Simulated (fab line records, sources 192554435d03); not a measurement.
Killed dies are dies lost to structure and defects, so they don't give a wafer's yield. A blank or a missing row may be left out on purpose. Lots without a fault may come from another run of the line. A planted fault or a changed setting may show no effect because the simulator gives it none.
fab line records | flow n5_finfet
record lots=6 wafers=18 last_day=18
route steps=1938 shown MOL_CONTACT_COAG@617 BEOL_M4@1111 PASSIVATION@1936
lots that met no fault: from a run of the same line without faults
start_h: hours from the record's first day to the start of the lot's first wafer shown | wait_h: hours since the lot's step before | " the same as in the row above | L1.1+2: a row that stands for several wafers | - no value, or no start given | * or withheld: withheld | < > ~ a bound
route shown NAME@n: a module of which the file shows steps, and the number in the route of the first | usual: mean/standard deviation of fault-free wafers | same: alike in all rows | chamber/n: place in a boat | sites: the reading at each site | _std_site: their standard deviation | _edge_site: outer sites' mean less inner sites' | radius_mm: how far each site lies from the wafer's centre | mask NAME#n: copy n | behind: the tool/chamber that last shaped the wafer | hold: why the lot was held/for how many hours/how that ended | device: the transistor (n, p or np) that didn't switch | end of line: the same wafers' tests at the end of the route | a step without rows: its recipe alone | killed: dies lost to structure and defects at the first sort, not the wafer's yield | map: a wafer's dies, x killed, . not, _ none there
set.NAME: the setting as run; set.NAME@STEP: as run at that earlier step | model.NAME: the simulator's own value behind a step, which no gauge read
lots at some steps of the route; a table a step, a row a wafer
services: from which hour (start_h, from the record's first day; less than 0 if before it) a tool's chamber was out of use, for how many hours, and why
## steps
# step N5_MOL_CONTACT_COAG_ETCH_48
# recipe chemistry=C4F6/O2 target_depth_a=150 overetch_a=45 mask_material=SOC target=SiOC bias_w=465 pressure_mtorr=10 time_s=17 source_w=335 Ar_flow_sccm=300 C4F6_flow_sccm=10 O2_flow_sccm=10 ion_energy_ev=576
# usual C4F6_flow_sccm=10.00/0.032 drypump_motor_current_A=5.6/0.46 oes_product_au=0.67/0.072 rf_fwd_power_W=332.4/1.3 rf_vpp_V=1598/40 showerhead_plenum_p_Torr=2.86/0.08 throttle_valve_pct=40.4/0.45
# columns lot.wafer tool chamber start_h wait_h C4F6_flow_sccm drypump_motor_current_A oes_product_au rf_fwd_power_W rf_hours_counter_h rf_vpp_V showerhead_plenum_p_Torr throttle_valve_pct
L306.1 rie_diel-05 0 103.48 0.0 10.07 5.3 0.70 332.9 74 1560 2.79 40.9
L306.2 " 2 " " 9.98 5.6 0.74 333.0 78 1604 2.89 40.8
L306.5 " 1 " " 9.99 4.9 0.61 329.7 - 1546 2.79 39.6
L313.1 rie_diel-05 3 147.54 0.0 9.97 5.4 0.55 332.2 231 1591 2.82 40.9
L313.4 " 2 " " 9.98 5.6 0.66 334.2 96 1604 2.88 40.8
L313.5 " 1 " " 9.95 4.9 0.78 329.5 - 1545 2.78 39.4
L314.1 rie_diel-02 1 152.06 0.0 10.07 6.0 0.56 330.6 204 1648 2.91 40.4
L314.3 " 2 " " 10.06 5.3 0.75 332.1 30 1658 2.98 39.8
L314.4 " 3 " " 9.99 5.8 0.70 331.0 - 1570 2.86 40.2
L324.3 rie_diel-05 0 219.14 0.0 10.01 5.3 0.69 331.8 122 1559 2.77 41.0
L324.4 " 3 " " 10.04 5.4 0.77 333.2 0 1591 2.81 40.7
L324.5 " 2 " " 10.00 5.6 0.69 333.3 - 1600 2.87 40.8
L327.1 rie_diel-06 2 236.30 0.0 9.95 6.5 0.58 334.5 240 1522 2.71 41.3
L327.2 " 0 " " 10.01 5.0 0.69 333.0 67 1625 3.00 40.2
L327.5 " 0 " " 9.98 5.0 0.72 332.5 - 1625 3.00 40.2
L328.1 rie_diel-02 3 245.21 0.0 9.98 5.8 0.65 332.9 136 1568 2.84 40.2
L328.4 " 1 " " 9.96 6.0 0.54 331.3 241 1645 2.90 40.4
L328.6 " 1 " " 9.99 6.1 0.53 330.1 - 1644 2.90 40.4
# step N5_MOL_CONTACT_COAG_STRIP_72
# recipe chemistry=N2/H2 power_w=450 temp_c=40 pressure_mtorr=20 rf_frequency_hz=6e+07 overash_fraction=3 bias_power_w=7 h2_frac=0.5 n2_flow_sccm=200 h2_flow_sccm=200
# usual drypump_motor_current_A=5.7/0.46 oes_product_au=0.80/0.081 rf_vpp_V=59.1/1.9 showerhead_plenum_p_Torr=2.55/0.086 throttle_valve_pct=23.4/0.34
# columns lot.wafer tool chamber start_h wait_h drypump_motor_current_A oes_product_au rf_hours_counter_h rf_vpp_V showerhead_plenum_p_Torr throttle_valve_pct
L306.1 rie_diel-05 0 103.54 0.0 5.3 0.85 74 58.4 2.47 23.5
L306.2 " 2 " " 5.6 0.83 78 63.0 2.57 23.4
L306.5 " 1 " " 4.9 0.69 - 58.1 2.50 23.1
L313.1 rie_diel-05 3 147.59 0.0 5.4 0.70 231 61.0 2.51 23.7
L313.4 " 2 " " 5.6 0.80 96 58.7 2.56 23.5
L313.5 " 1 " " 4.9 0.97 - 55.5 2.49 22.7
L314.1 rie_diel-02 1 152.11 0.0 6.0 0.73 204 62.2 2.62 23.8
L314.3 " 2 " " 5.4 0.89 30 58.6 2.69 23.0
L314.4 " 3 " " 5.8 0.83 - 58.8 2.56 23.5
L324.3 rie_diel-05 0 219.19 0.0 5.3 0.78 122 57.6 2.45 23.6
L324.4 " 3 " " 5.4 1.00 0 58.4 2.51 23.4
L324.5 " 2 " " 5.7 0.77 - 59.6 2.55 23.5
L327.1 rie_diel-06 2 236.35 0.0 6.4 0.69 240 57.0 2.39 24.0
L327.2 " 0 " " 5.0 0.89 67 59.4 2.69 23.2
L327.5 " 0 " " 5.0 0.89 - 61.2 2.69 23.2
L328.1 rie_diel-02 3 245.26 0.0 5.8 0.78 136 60.8 2.55 23.5
L328.4 " 1 " " 6.0 0.68 241 58.9 2.61 23.8
L328.6 " 1 " " 6.0 0.68 - 58.7 2.61 23.8
# step N5_MOL_CONTACT_COAG_STRIP_49
# recipe chemistry=N2/H2 time_s=30 power_w=1000 temp_c=250 pressure_mtorr=withheld n2_flow_sccm=1750 h2_flow_sccm=3250
# usual drypump_motor_current_A=5.32/0.23 heater_power_w=306/22
# columns lot.wafer tool chamber start_h wait_h drypump_motor_current_A heater_power_w rf_hours_counter_h
L306.1 plasma_asher-02 1 103.62 - 5.37 292 87
L306.2 " 0 " " 5.00 319 87
L306.5 " 1 " " 5.35 296 -
L313.1 plasma_asher-02 1 147.67 - 5.36 298 95
L313.4 " 0 " " 4.98 314 -
L313.5 " 1 " " 5.36 284 -
L314.1 plasma_asher-02 0 152.19 - 5.00 323 96
L314.3 " 0 " " 5.01 317 -
L314.4 " 1 " " 5.36 295 -
L324.3 plasma_asher-01 0 219.29 - 5.61 277 -
L324.4 " 1 " " 5.36 339 -
L324.5 " 1 " " 5.33 333 -
L327.1 plasma_asher-01 0 236.43 - 5.65 286 74
L327.2 " 1 " " 5.35 341 74
L327.5 " 0 " " 5.64 276 -
L328.1 plasma_asher-02 1 245.35 - 5.35 286 115
L328.4 " 0 " " 5.00 318 -
L328.6 " 0 " " 5.01 318 -
# step N5_MOL_CONTACT_COAG_PRECLEAN_138
# recipe chemistry=alkaline_clean temp_c=60 time_s=60 do_ppb=50
# step N5_MOL_CONTACT_COAG_SRD_139
# recipe dry=ipa_marangoni time_s=30 temp_c=23 rinse_liquid=diw
# step N5_MOL_CONTACT_COAG_CD_MEAS_101
# recipe target_cd_nm=16
# usual cd_nm=15.9/0.35
# columns lot.wafer tool chamber start_h wait_h cd_nm
L306.1 cd_sem-01 - 103.77 0.0 15.5
L306.2 " - " " 16.0
L306.5 " - " " 16.0
L313.1 cd_sem-01 - 147.82 0.0 16.7
L313.4 " - " " 16.1
L313.5 " - " " 16.4
L314.1 cd_sem-01 - 152.37 0.0 15.8
L314.3 " - " " 15.8
L314.4 " - " " 16.1
L324.3 cd_sem-03 - 219.42 0.0 15.8
L324.4 " - " " 15.7
L324.5 " - " " 16.5
L327.1 cd_sem-01 - 236.58 0.0 16.2
L327.2 " - " " 16.1
L327.5 " - " " 15.9
L328.1 cd_sem-02 - 245.50 0.0 16.4
L328.4 " - " " 16.0
L328.6 " - " " 16.0
# step N5_MOL_CONTACT_COAG_PRE_CLEAN_121
# recipe gas=H2/He time_s=* temp_c=withheld
# step N5_MOL_CONTACT_COAG_CVD_140
# recipe material=W target_thk_a=665 mode=selective_fill temp_c=300 time_s=215
# usual heater_power_w=465/69
# columns lot.wafer tool chamber start_h wait_h heater_power_w
L306.1 cvd_w-02 0 103.90 0.1 351
L306.2 " 1 " " 483
L306.5 " 1 " " 490
L313.1 cvd_w-01 0 147.95 0.1 466
L313.4 " 1 " " 548
L313.5 " 0 " " 473
L314.1 cvd_w-01 0 152.51 0.1 468
L314.3 " 1 " " 527
L314.4 " 0 " " 470
L324.3 cvd_w-02 1 219.63 0.1 496
L324.4 " 0 " " 359
L324.5 " 0 " " 359
L327.1 cvd_w-02 0 236.80 0.1 352
L327.2 " 0 " " 361
L327.5 " 0 " " 358
L328.1 cvd_w-01 0 245.63 0.1 466
L328.4 " 0 " " 457
L328.6 " 0 " " 464
# step N5_MOL_CONTACT_COAG_PRECLEAN_127
# recipe chemistry=DIW time_s=57.5 temp_c=23
# step N5_MOL_CONTACT_COAG_SRD_128
# recipe dry_time_s=32 dry=n2_spin spin_rpm=1500
# step N5_MOL_CONTACT_COAG_CMP_52
# recipe stop_on=SiO2 t_overpolish_s=1.5 post_cmp_clean=w_dilute_nh4oh down_force_psi=4 platen_rpm=50.289 pad_velocity_m_s=1.0006 target_thk_nm=66.5
# usual motor_current_A=11.9/0.96 overpolish_run_s=1.500/0.0096 time_to_endpoint_s=12.3/2.8
# columns lot.wafer tool chamber start_h wait_h motor_current_A overpolish_run_s time_to_endpoint_s
L306.1 cmp-04 0 104.26 0.1 12.8 1.512 11.8
L306.2 " 2 " " 11.6 1.494 11.9
L306.5 " 0 " " 12.8 1.510 11.7
L313.4 cmp-04 0 148.34 0.1 12.9 1.491 9.3
L313.1 " 1 " " 11.5 1.484 8.8
L313.5 " 0 " " 13.0 1.498 8.4
L314.4 cmp-04 2 152.87 0.1 10.8 1.494 10.6
L314.1 " 3 " " 11.7 1.473 13.1
L314.3 " 0 " " 13.0 1.476 10.3
L324.4 cmp-04 0 219.89 0.0 11.9 1.498 12.1
L324.3 " 1 " " 10.7 1.510 8.9
L324.5 " 0 " " 12.3 1.500 10.0
L327.1 cmp-03 1 237.40 0.1 12.3 1.510 11.5
L327.2 " 3 " " 12.5 1.516 15.0
L327.5 " 1 " " 12.6 1.498 12.7
L328.4 cmp-03 3 245.99 0.1 12.2 1.510 12.6
L328.1 " 1 " " 12.4 1.503 10.6
L328.6 " 3 " " 12.3 1.485 14.1
# step N5_MOL_CONTACT_COAG_THK_MEAS_53
# recipe reads=SiO2_of_MOL_CONTACT_COAG_PECVD_31
# usual VIA_MOL_THK=43.9/0.54
# columns lot.wafer tool chamber start_h wait_h VIA_MOL_THK[nm]
L306.1 film_metro-02 - 104.52 - 43.9
L306.2 " - " " 43.5
L306.5 " - " " 44.7
L313.1 film_metro-02 - 148.59 - 43.7
L313.4 " - " " 43.9
L313.5 " - " " 44.2
L314.1 film_metro-02 - 153.13 - 43.2
L314.3 " - " " 43.2
L314.4 " - " " 43.7
L324.3 film_metro-01 - 220.19 - 43.9
L324.4 " - " " 44.3
L324.5 " - " " 43.9
L327.1 film_metro-02 - 237.66 - 43.4
L327.2 " - " " 43.2
L327.5 " - " " 44.7
L328.1 film_metro-01 - 246.24 - 43.3
L328.4 " - " " 44.0
L328.6 " - " " 43.2
# step N5_MOL_CONTACT_COAG_ANNEAL_112
# recipe temp_c=400 time_s=1800 ambient=HPD2 pressure_atm=10
# usual spike_tc_bottom_C=422.7/0.93 spike_tc_centre_C=401.3/1.1 spike_tc_lower_C=398.8/1 spike_tc_top_C=421.8/1.1 spike_tc_upper_C=398.7/1 wafer_temp_C_max=401.5/0.32 zone_power_bottom_pct=14.01/0.14 zone_power_centre_pct=8.38/0.08 zone_power_lower_pct=9.44/0.088 zone_power_top_pct=21.26/0.21 zone_power_upper_pct=8.82/0.086
# columns lot.wafer tool chamber start_h wait_h spike_tc_bottom_C spike_tc_centre_C spike_tc_lower_C spike_tc_top_C spike_tc_upper_C wafer_temp_C_max zone_power_bottom_pct zone_power_centre_pct zone_power_lower_pct zone_power_top_pct zone_power_upper_pct
L306.1 hp_anneal-01 0 104.55 0.0 421.8 400.4 399.6 421.7 398.8 401.9 14.03 8.46 9.42 21.21 8.68
L306.2 " 0 " " 422.5 401.8 399.8 422.5 400.0 402.2 14.14 8.37 9.36 21.33 8.84
L306.5 " 0 " " 421.5 402.8 399.0 421.4 398.8 401.4 13.85 8.34 9.47 21.29 8.95
L313.1 hp_anneal-01 0 148.62 0.0 411.8 391.5 389.9 412.9 388.0 391.9 13.60 8.06 8.98 20.84 8.46
L313.4 " 0 " " 413.8 391.9 388.8 412.7 389.0 392.2 13.37 8.22 9.28 20.62 8.37
L313.5 " 0 " " 412.8 391.7 389.5 412.0 389.6 391.6 13.62 8.17 9.12 20.53 8.52
L314.1 hp_anneal-01 0 153.16 0.0 413.2 392.2 388.4 413.6 388.7 392.0 13.63 8.12 9.06 20.83 8.45
L314.3 " 0 " " 412.6 391.5 389.3 411.7 388.7 392.6 13.17 8.11 9.35 20.73 8.37
L314.4 " 0 " " 413.5 391.8 388.1 412.2 389.3 392.1 13.30 8.04 9.17 20.74 8.34
L324.3 hp_anneal-01 0 220.21 0.0 423.0 404.3 399.3 420.5 397.7 401.4 14.00 8.31 9.38 20.76 8.88
L324.4 " 0 " " 424.3 402.4 400.2 420.7 398.7 401.2 13.98 8.41 9.27 21.23 8.81
L324.5 " 0 " " 422.2 399.9 396.7 422.4 398.3 401.6 13.94 8.40 9.39 21.18 8.88
L327.1 hp_anneal-01 0 239.34 1.7 421.6 401.8 398.1 421.5 399.9 401.8 13.76 8.49 9.47 20.93 8.82
L327.2 " 0 " " 421.4 401.0 397.5 421.7 398.5 400.9 14.06 8.46 9.28 21.41 8.73
L327.5 " 0 " " 422.6 401.7 398.3 423.0 397.9 401.4 13.97 8.23 9.27 21.06 8.83
L328.1 hp_anneal-01 0 246.27 0.0 422.5 402.3 400.0 421.5 397.1 401.3 14.01 8.45 9.65 21.30 9.03
L328.4 " 0 " " 423.1 400.0 398.8 422.4 398.8 401.1 13.94 8.25 9.38 21.37 8.88
L328.6 " 0 " " 422.3 400.6 399.9 422.0 400.2 401.4 14.24 8.32 9.39 21.05 8.91
# step N5_MOL_CONTACT_COAG_INSPECT_97
# recipe inspect_instrument=darkfield mode=post_anneal
# usual raw_defect_count=42/17
# columns lot.wafer tool chamber start_h wait_h raw_defect_count
L306.1 defect_inspect-01 - 107.57 0.0 34
L306.2 " - " " 44
L306.5 " - " " 29
L313.1 defect_inspect-01 - 151.64 0.0 31
L313.4 " - " " 28
L313.5 " - " " 34
L314.1 defect_inspect-01 - 156.19 0.0 28
L314.3 " - " " 35
L314.4 " - " " 30
L324.3 defect_inspect-01 - 223.29 0.1 65
L324.4 " - " " 49
L324.5 " - " " 48
L327.1 defect_inspect-02 - 242.36 0.0 86
L327.2 " - " " 56
L327.5 " - " " 54
L328.1 defect_inspect-02 - 249.30 0.0 61
L328.4 " - " " 54
L328.6 " - " " 36
# step N5_BEOL_M4_RC_MEAS_101
# usual DIBL_N=36.5/1.4 DIBL_P=36.6/1.9 IOFF_N=0.167/0.029 IOFF_P=0.21/0.033 ION_N=674/12 ION_P=460/8.9 SS_N=71.6/0.57 SS_P=73.4/0.61 VT_N=249/3.3 VT_P=-250/3.3
# columns lot.wafer tool chamber start_h wait_h DIBL_N[mV/V] DIBL_P[mV/V] IOFF_N[nA/um] IOFF_P[nA/um] ION_N[uA/um] ION_P[uA/um] SS_N[mV/dec] SS_P[mV/dec] VT_N[mV] VT_P[mV]
L306.1 prober-01 0 163.74 0.6 36.7 38.0 0.190 0.20 672 454 71.9 73.4 245 -253
L306.2 " 0 " " 35.6 36.2 0.158 0.18 672 451 72.0 73.6 248 -255
L306.5 " 0 " " 37.2 38.2 0.186 0.21 673 456 72.3 73.6 247 -250
L313.1 prober-02 0 210.20 0.0 37.9 38.3 0.201 0.23 684 464 73.0 74.4 245 -251
L313.4 " 0 " " 34.2 34.0 0.128 0.17 653 447 71.7 73.3 253 -255
L313.5 " 0 " " 35.3 35.6 0.143 0.18 663 453 71.6 74.1 252 -254
L314.1 prober-01 0 214.73 0.0 39.4 39.9 0.246 0.26 690 461 72.3 75.1 240 -251
L314.3 " 0 " " 36.2 35.6 0.152 0.18 677 450 72.2 74.3 249 -255
L314.4 " 0 " " 38.2 37.7 0.198 0.21 681 455 72.4 73.8 247 -255
L324.3 prober-02 0 287.07 0.3 38.7 38.4 0.205 0.22 686 457 71.3 74.2 245 -250
L324.4 " 0 " " 37.2 38.2 0.190 0.21 698 470 71.8 73.4 246 -251
L324.5 " 0 " " 38.9 39.4 0.218 0.24 693 463 72.1 75.1 245 -250
L327.1 prober-01 0 303.83 0.0 37.6 37.8 0.151 0.24 656 458 71.9 73.3 253 -248
L327.2 " 0 " " 35.9 35.2 0.134 0.19 668 460 71.3 72.1 253 -251
L327.5 " 0 " " 36.9 36.0 0.139 0.22 656 456 71.8 73.1 251 -251
L328.1 prober-01 0 308.55 0.0 40.7 41.6 0.277 0.33 690 470 73.3 75.1 240 -244
L328.4 " 0 " " 35.2 34.5 0.134 0.19 649 447 72.0 72.4 253 -250
L328.6 " 0 " " 35.7 35.9 0.154 0.22 669 458 71.7 72.8 249 -250
# step N5_PASSIVATION_PROBE_49
# usual defect_limited_yield=91.2/1.6 killed_at_M0_to_M3=34/11 killed_at_M4_up=14/5.7 killed_at_contacts=14/6.6 killed_at_front_end=37/10 killed_at_other=4/3.2 killed_dies=104/19 killed_open=69/13 killed_short=33/8.7 sort_bin_4_leakage=0.00/0.014 sort_bin_5_function=5.1/1 sort_bin_6_memory=3.3/0.76 sort_bin_8_speed=0.00/0.016 sort_n_pass=1076/19 sort_yield_pct=91.2/1.6
# same gross_dies=1180 killed_at_back_side=0
# columns lot.wafer tool chamber start_h wait_h defect_limited_yield[%] killed_at_M0_to_M3 killed_at_M4_up killed_at_contacts killed_at_front_end killed_at_other killed_dies killed_open killed_short sort_bin_4_leakage[%] sort_bin_5_function[%] sort_bin_6_memory[%] sort_bin_8_speed[%] sort_n_pass sort_yield_pct[%]
L314.1 prober-02 - 313.48 0.0 89.7 25 28 18 51 0 122 87 35 0 6.2 3.8 0 1058 89.7
L314.3 prober-02 - 313.58 0.1 91.5 13 16 25 44 2 100 67 32 0 5.3 3.0 0 1080 91.5
L314.4 prober-02 - 313.63 0.2 89.2 41 25 13 46 3 128 79 48 0 6.6 3.8 0 1052 89.2
L324.3 prober-01 - 390.11 0.1 91.4 49 15 17 21 0 102 70 30 0 5.3 3.1 0 1078 91.4
L324.4 prober-01 - 390.16 0.2 89.3 41 16 32 35 2 126 91 34 0 6.4 4.2 0 1054 89.3
L324.5 prober-01 - 390.21 0.2 89.8 44 18 28 29 1 120 79 35 0 5.4 4.2 0 1060 89.8
L327.1 prober-02 - 404.19 0.4 87.9 46 9 19 64 5 143 107 36 0 6.6 4.8 0 1037 87.9
L327.2 prober-02 - 404.24 0.4 90.1 36 8 7 64 2 117 74 43 0 5.8 3.8 0 1063 90.1
L327.5 prober-02 - 404.39 0.6 89.9 40 12 12 53 2 119 74 45 0 6.1 3.7 0 1061 89.9
# killed by level:class
L314.1 MOL_CONTACT_COAG:geometric_particle:open=15 FIN_SAQP:geometric_particle:open=12 BEOL_M4:geometric_particle:open=12 STI_FIN_REVEAL:geometric_particle:open=9 DUMMY_GATE:geometric_particle:open=8 GATE_CUT:geometric_particle:short=8 BEOL_M0_SAQP:geometric_particle:open=6 BEOL_M1:geometric_particle:open=5
L314.3 MOL_CONTACT_COAG:geometric_particle:open=20 FIN_SAQP:geometric_particle:short=9 STI_FIN_REVEAL:geometric_particle:open=9 FIN_SAQP:geometric_particle:open=7 DUMMY_GATE:geometric_particle:open=5 MOL_CONTACT_COAG:geometric_particle:short=5 BEOL_M2:geometric_particle:open=5 BEOL_M4:geometric_particle:open=5
L314.4 BEOL_M4:geometric_particle:open=11 MOL_CONTACT_COAG:geometric_particle:open=11 BEOL_M0_SAQP:geometric_particle:short=11 BEOL_M3:geometric_particle:open=9 STI_FIN_REVEAL:geometric_particle:open=8 GATE_CUT:geometric_particle:short=8 DUMMY_GATE:geometric_particle:open=6 BEOL_M0_SAQP:geometric_particle:open=5
L324.3 BEOL_M3:geometric_particle:open=14 MOL_CONTACT_COAG:geometric_particle:open=11 BEOL_M0_SAQP:geometric_particle:short=10 BEOL_M1:geometric_particle:open=8 STI_FIN_REVEAL:geometric_particle:open=7 MOL_CONTACT_COAG:geometric_particle:short=6 BEOL_M0_SAQP:geometric_particle:open=6 BEOL_M2:geometric_particle:open=6
L324.4 MOL_CONTACT_COAG:geometric_particle:open=24 STI_FIN_REVEAL:geometric_particle:open=14 BEOL_M3:geometric_particle:open=12 MOL_CONTACT_COAG:geometric_particle:short=8 BEOL_M0_SAQP:geometric_particle:open=7 BEOL_M0_SAQP:geometric_particle:short=6 BEOL_M0:geometric_particle:open=5 BEOL_M1:geometric_particle:open=5
L324.5 MOL_CONTACT_COAG:geometric_particle:open=19 BEOL_M0_SAQP:geometric_particle:open=15 STI_FIN_REVEAL:geometric_particle:open=12 BEOL_M0_SAQP:geometric_particle:short=11 MOL_CONTACT_COAG:geometric_particle:short=9 BEOL_M3:geometric_particle:open=6 FIN_SAQP:geometric_particle:open=5 BEOL_M1:geometric_particle:open=5
L327.1 STI_FIN_REVEAL:geometric_particle:open=30 MOL_CONTACT_COAG:geometric_particle:open=15 BEOL_M1:geometric_particle:open=12 BEOL_M3:geometric_particle:open=11 FIN_SAQP:geometric_particle:open=10 FIN_SAQP:geometric_particle:short=10 BEOL_M2:geometric_particle:open=8 MOL_CONTACT_COAG:geometric_particle:short=4
L327.2 STI_FIN_REVEAL:geometric_particle:open=22 FIN_SAQP:geometric_particle:short=13 BEOL_M2:geometric_particle:open=8 BEOL_M1:geometric_particle:open=7 FIN_SAQP:geometric_particle:open=6 STI_FIN_REVEAL:geometric_particle:short=6 BEOL_M0_SAQP:geometric_particle:short=6 MOL_CONTACT_COAG:geometric_particle:open=5
L327.5 STI_FIN_REVEAL:geometric_particle:open=14 BEOL_M3:geometric_particle:open=10 FIN_SAQP:geometric_particle:open=9 BEOL_M1:geometric_particle:open=8 MOL_CONTACT_COAG:geometric_particle:open=8 BEOL_M0_SAQP:geometric_particle:open=8 FIN_SAQP:geometric_particle:short=7 STI_FIN_REVEAL:geometric_particle:short=5
## services
# columns tool chamber start_h hours kind
rie_diel-02 1 87.10 2.7 repair
cmp-03 - 99.29 1.0 repair
cmp-04 - 111.77 0.6 repair
cmp-03 - 112.91 4.7 repair
cmp-04 - 116.44 4.0 pm
rie_diel-02 0 122.41 2.5 repair
cmp-04 - 124.14 4.6 pm
rie_diel-05 1 129.72 - clean
rie_diel-05 1 129.72 - consumable_replace:focus_ring
rie_diel-05 1 129.72 12.8 scheduled_down
rie_diel-05 1 129.72 12.8 vent_cycle
plasma_asher-02 - 134.65 0.7 repair
rie_diel-02 0 151.41 1.6 repair
cvd_w-02 - 163.79 2.5 repair
rie_diel-06 2 168.37 33.9 repair
cmp-04 - 190.60 2.6 repair
plasma_asher-01 - 192.36 1.2 repair
rie_diel-06 - 195.13 28.1 pm
rie_diel-05 3 198.03 - clean
plasma_asher-01 - 199.12 3.6 repair
cmp-03 - 220.94 0.8 repair
cmp-03 - 233.89 0.3 repair
cvd_w-02 1 236.55 25.8 repair
cvd_w-02 - 241.46 0.8 repair
## key
first_sign step=N5_MOL_CONTACT_COAG_ANNEAL_112 reading=wafer_temp_C_max direction=down sigmas=30 usual=* struck=*
effect step=N5_MOL_CONTACT_COAG_ANNEAL_112 reading=spike_tc_bottom_C direction=down sigmas=10 usual=422.7 struck=412.9
met_at N5_MOL_CONTACT_COAG_ANNEAL_112
struck_wafers L313.1,L313.4,L313.5,L314.1,L314.3,L314.4
onset_between 104.55 148.62
fault kind=process_parameter_drift tool=hp_anneal-01 chamber=- onset_h=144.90 steps=N5_MOL_CONTACT_COAG_ANNEAL_112 channel=temp_c offset=* shape=step end_h=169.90 stated=*
